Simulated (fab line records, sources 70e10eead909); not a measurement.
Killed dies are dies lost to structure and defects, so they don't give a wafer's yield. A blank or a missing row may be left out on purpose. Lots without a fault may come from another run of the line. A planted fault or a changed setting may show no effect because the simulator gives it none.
Problem report in the 8D (eight disciplines) form, filled by code | flow nand_harc | the parts of the form that need people (team, actions taken, sign-off) are left out

1. THE PROBLEM
run_length_s at NHARC_P_BONDPAD_ETCH_37 reads a mean of 65.0 s on 3 wafers of 2 lots; wafers without a fault read 87.3 s with a standard deviation of 0.4. That is -56 standard deviations from the usual mean.
The step: etches the open film in N2/H2, target depth 60 nm, overetch 18 nm, time 65.91 s.
First seen on wafer L230.2, day 15 04:32, on rie_diel-11. The record holds 18 wafers of 6 lots with a number at this step. Rule for "out", or "out of limits": more than 4 standard deviations from the usual mean. The other wafers with a number count as sound.

2. WHAT IT IS AND WHAT IT IS NOT
question                    | is                     | is not
which readings at this step | run_length_s           | drypump_motor_current_A, rf_vpp_V, showerhead_plenum_p_Torr, throttle_valve_pct
which lots                  | L230, L231             | L209, L210, L213, L232
which wafers of those lots  | L230.2, L231.1, L231.6 | L230.1, L230.4, L231.4
read on which tools         | rie_diel-11            | rie_diel-02, rie_diel-08
when                        | from day 15 04:32      | up to then (11 sound wafers); but 4 sound wafers of L231, L232 came after

3. SUSPECTS, AND WHAT RULES EACH OUT
Counting: a tool at a process step up to the reading stays a suspect if it ran every lot that is out. Sound lots after the first of them don't rule it out here, since some wafers of a struck lot are sound.
- rie_diel-11 at NHARC_P_BONDPAD_DESCUM_11 (chemistry O2, time 3 s): kept. It ran every lot that is out, first L230 (day 15 04:27); its last sound lot up to then is L209 (day 6 10:27).
- rie_diel-11 at NHARC_P_BONDPAD_ETCH_37 (etches the open film in N2/H2, target depth 60 nm, overetch 18 nm, time 65.91 s): kept. It ran every lot that is out, first L230 (day 15 04:32); its last sound lot up to then is L209 (day 6 10:32). Its own readings are out on those wafers: run_length_s.
- Within rie_diel-11 at NHARC_P_BONDPAD_ETCH_37: the wafers that are out ran in chamber 0; their sound lot-mates ran in chambers 2, 3.
Left after counting: rie_diel-11 at NHARC_P_BONDPAD_DESCUM_11, rie_diel-11 at NHARC_P_BONDPAD_ETCH_37.

4. THE CAUSE (what the simulator had put in)
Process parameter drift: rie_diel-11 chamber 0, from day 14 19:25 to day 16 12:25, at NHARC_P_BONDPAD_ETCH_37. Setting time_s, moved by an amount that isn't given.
Counting left 2 suspects, and this tool is among them.

5. THE CHAIN OF EFFECTS, in route order
Each row: a reading whose mean over the struck wafers that have a number lies more than 3 standard deviations from the usual. Only readings for which the record gives a usual standard deviation are gone through. hours: the time from each lot's start at the first step in this table that gives one to its start at this step, as a median over the lots. sigmas: the change in usual standard deviations.
hours | step                    | reading      | usual  | on struck wafers | change | sigmas
0     | NHARC_P_BONDPAD_ETCH_37 | run_length_s | 87.3 s | 65.0             | -22.3  | -56
The process steps in it:
- NHARC_P_BONDPAD_ETCH_37: etches the open film in N2/H2, target depth 60 nm, overetch 18 nm, time 65.91 s.

6. WHAT WOULD HAVE CAUGHT IT SOONER
In this record the first reading out of limits was taken at day 15 04:32, 9 hours after the fault began at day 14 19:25.
